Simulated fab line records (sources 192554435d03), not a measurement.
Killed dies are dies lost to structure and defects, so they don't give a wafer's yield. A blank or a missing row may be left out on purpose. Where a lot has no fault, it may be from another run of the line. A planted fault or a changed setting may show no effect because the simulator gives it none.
Matching of chambers / flow n5-finfet / 4 sister chambers for N5_HKMG_FIN_STRIP_92 on rie-diel-02
The step strips SOC in N2/H2, time 20 s. 14 wafers are shown with their chamber, then 7 later ones without.

## WAFERS PAIRED WITH THEIR CHAMBERS
wafer=L074.1; chamber=2; drypump-motor-current-A (A)=4.9; throttle-valve-pct (%)=19.3; oes-product-au (a.u.)=0.83
wafer=L074.3; chamber=3; drypump-motor-current-A (A)=5.9; throttle-valve-pct (%)=18.8; oes-product-au (a.u.)=0.96
wafer=L074.6; chamber=3; drypump-motor-current-A (A)=5.9; throttle-valve-pct (%)=18.8; oes-product-au (a.u.)=0.97
wafer=L080.1; chamber=1; drypump-motor-current-A (A)=6.7; throttle-valve-pct (%)=18.9; oes-product-au (a.u.)=1.01
wafer=L080.4; chamber=3; drypump-motor-current-A (A)=5.9; throttle-valve-pct (%)=18.9; oes-product-au (a.u.)=0.94
wafer=L080.6; chamber=3; drypump-motor-current-A (A)=5.9; throttle-valve-pct (%)=18.8; oes-product-au (a.u.)=0.93
wafer=L086.2; chamber=0; drypump-motor-current-A (A)=5.0; throttle-valve-pct (%)=19.2; oes-product-au (a.u.)=0.65
wafer=L086.3; chamber=2; drypump-motor-current-A (A)=5.0; throttle-valve-pct (%)=19.4; oes-product-au (a.u.)=0.80
wafer=L086.5; chamber=3; drypump-motor-current-A (A)=5.9; throttle-valve-pct (%)=18.9; oes-product-au (a.u.)=0.90
wafer=L088.1; chamber=3; drypump-motor-current-A (A)=5.9; throttle-valve-pct (%)=18.9; oes-product-au (a.u.)=0.89
wafer=L088.3; chamber=2; drypump-motor-current-A (A)=5.0; throttle-valve-pct (%)=19.4; oes-product-au (a.u.)=0.81
wafer=L088.4; chamber=0; drypump-motor-current-A (A)=5.0; throttle-valve-pct (%)=19.2; oes-product-au (a.u.)=0.66
wafer=L092.1; chamber=2; drypump-motor-current-A (A)=4.9; throttle-valve-pct (%)=19.4; oes-product-au (a.u.)=0.79
wafer=L092.4; chamber=0; drypump-motor-current-A (A)=5.0; throttle-valve-pct (%)=18.8; oes-product-au (a.u.)=0.95

SIGNATURES, as means of the wafers listed above
reading=drypump-motor-current-A; chamber 0=5.000; chamber 1=6.700; chamber 2=4.950; chamber 3=5.900; scatter within a chamber=0.0316
reading=throttle-valve-pct; chamber 0=19.067; chamber 1=18.900; chamber 2=19.375; chamber 3=18.850; scatter within a chamber=0.114
reading=oes-product-au; chamber 0=0.7533; chamber 1=1.0100; chamber 2=0.8075; chamber 3=0.9317; scatter within a chamber=0.08
Rule: for each reading, subtract the chamber's mean from the wafer's reading, divide by that reading's scatter and square the result; add these up over the readings and take the root, which gives the wafer's distance from the chamber. If the next closest chamber is less than 2 further off than the closest, the wafer can't be placed; otherwise it belongs to the closest. The scatter: take each reading less its chamber's mean, square it, sum over the shown wafers, divide by the number of wafers less the number of chambers, and take the root.

## WAFERS WITH NO CHAMBER GIVEN
wafer=L092.6; drypump-motor-current-A (A)=6.7; throttle-valve-pct (%)=19.0; oes-product-au (a.u.)=0.92
wafer=L095.1; drypump-motor-current-A (A)=5.0; throttle-valve-pct (%)=19.4; oes-product-au (a.u.)=0.79
wafer=L095.2; drypump-motor-current-A (A)=5.9; throttle-valve-pct (%)=18.9; oes-product-au (a.u.)=0.87
wafer=L095.4; drypump-motor-current-A (A)=5.0; throttle-valve-pct (%)=18.8; oes-product-au (a.u.)=0.93
wafer=L097.1; drypump-motor-current-A (A)=6.7; throttle-valve-pct (%)=19.0; oes-product-au (a.u.)=0.91
wafer=L097.2; drypump-motor-current-A (A)=5.0; throttle-valve-pct (%)=18.8; oes-product-au (a.u.)=0.92
wafer=L097.5; drypump-motor-current-A (A)=4.9; throttle-valve-pct (%)=19.4; oes-product-au (a.u.)=0.78

## CHAMBER TAKEN BY EACH
wafer=L092.6; from the rows above=1; in truth=1
wafer=L095.1; from the rows above=can't be placed: 2 or 0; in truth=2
wafer=L095.2; from the rows above=3; in truth=3
wafer=L095.4; from the rows above=0; in truth=0
wafer=L097.1; from the rows above=1; in truth=1
wafer=L097.2; from the rows above=0; in truth=0
wafer=L097.5; from the rows above=2; in truth=2
Correct placement for 6 of the 7. Cannot be placed on the basis of these rows: 1; the candidates contain the true chamber in 1. 0 placed wrongly.
